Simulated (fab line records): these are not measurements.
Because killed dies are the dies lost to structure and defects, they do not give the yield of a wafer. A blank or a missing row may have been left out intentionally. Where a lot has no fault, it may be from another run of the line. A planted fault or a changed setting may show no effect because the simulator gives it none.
The tool behind it: which one? -- flow nand_harc -- 6 lots, 18 wafers sampled, at 5 steps of a route of 1159

== WHAT THE GAUGES READ, wafer by wafer ==
NHARC_END_SORT_01.
lot,measured,on,killed_at_array
L677,day 20 09:05,prober-01,21 28 26
L692,day 24 07:02,prober-02,84 77 86

== WHAT TOOL EACH LOT RAN ON (gives the tool, then ch and the chambers of the sampled wafers, and finally the start) ==
lot,NHARC_A_CONTACT_ETCH_131,NHARC_THIN_TSV_STRIP_62,NHARC_THIN_TSV_PVD_19,NHARC_THIN_TSV_CMP_21
L678,"har_cap_etch-03 ch 0,1, day 17 04:45","plasma_asher-02 ch 0,1, day 19 06:55","pvd_sputter-02, day 19 08:40 or earlier","cmp-03 ch 0,3, day 19 08:40"
L677,"har_cap_etch-03 ch 0,1, day 17 11:21","plasma_asher-02 ch 0,1, day 19 10:05","pvd_sputter-02, day 19 11:50 or earlier","cmp-04 ch 0,1,2, day 19 11:50"
L681,"har_cap_etch-03 ch 0,1, day 18 18:52","plasma_asher-02 ch 0,1, day 20 18:35","pvd_sputter-02, day 20 20:17 or earlier","cmp-04 ch 0,2, day 20 20:17"
L683,"har_cap_etch-01 ch 0,1, day 19 02:09","plasma_asher-02 ch 0,1, day 21 04:45","pvd_sputter-01, day 21 06:29 or earlier","cmp-01 ch 0,2, day 21 06:29"
L684,"har_cap_etch-03 ch 0,1, day 19 08:13","plasma_asher-01 ch 0,1, day 21 07:00","pvd_sputter-01, day 21 08:40 or earlier","cmp-04 ch 1,2, day 21 08:40"
L692,"har_cap_etch-03 ch 1, day 21 16:17","plasma_asher-01 ch 0,1, day 23 16:21","pvd_sputter-03, day 23 18:06 or earlier","cmp-03 ch 0,2,3, day 23 18:06"
- NHARC_A_CONTACT_ETCH_131: etches the open film in C4F8/O2/Ar, time 155 s, target depth 956 nm.
- NHARC_THIN_TSV_STRIP_62: strips in N2/H2, time 20 s.
- NHARC_THIN_TSV_PVD_19: deposits TaN, target thk 20 nm.
- NHARC_THIN_TSV_CMP_21: polishes, t overpolish 30 s, target thk 2000 nm.

== THE ANSWER, worked out from the rows above alone ==
Rule: usual is defined by the lots themselves. Put in order of their means at a reading, lots are off if they are a third of the lots or fewer, leave a main group of 4 or more, and stand apart from it by a gap of 3 or more times the standard deviation of the main group's means; of several such gaps the widest counts. A main group is skipped when, at the precision printed for the reading in the tables above, its means are all equal. Also off: a lot with no number at a reading for which 4 or more lots have one. The other lots that the step has rows for count as sound.
Across all readings shown, no lot is off: no conclusion can be drawn from this.

== WHAT THE SIMULATOR HAD INSERTED ==
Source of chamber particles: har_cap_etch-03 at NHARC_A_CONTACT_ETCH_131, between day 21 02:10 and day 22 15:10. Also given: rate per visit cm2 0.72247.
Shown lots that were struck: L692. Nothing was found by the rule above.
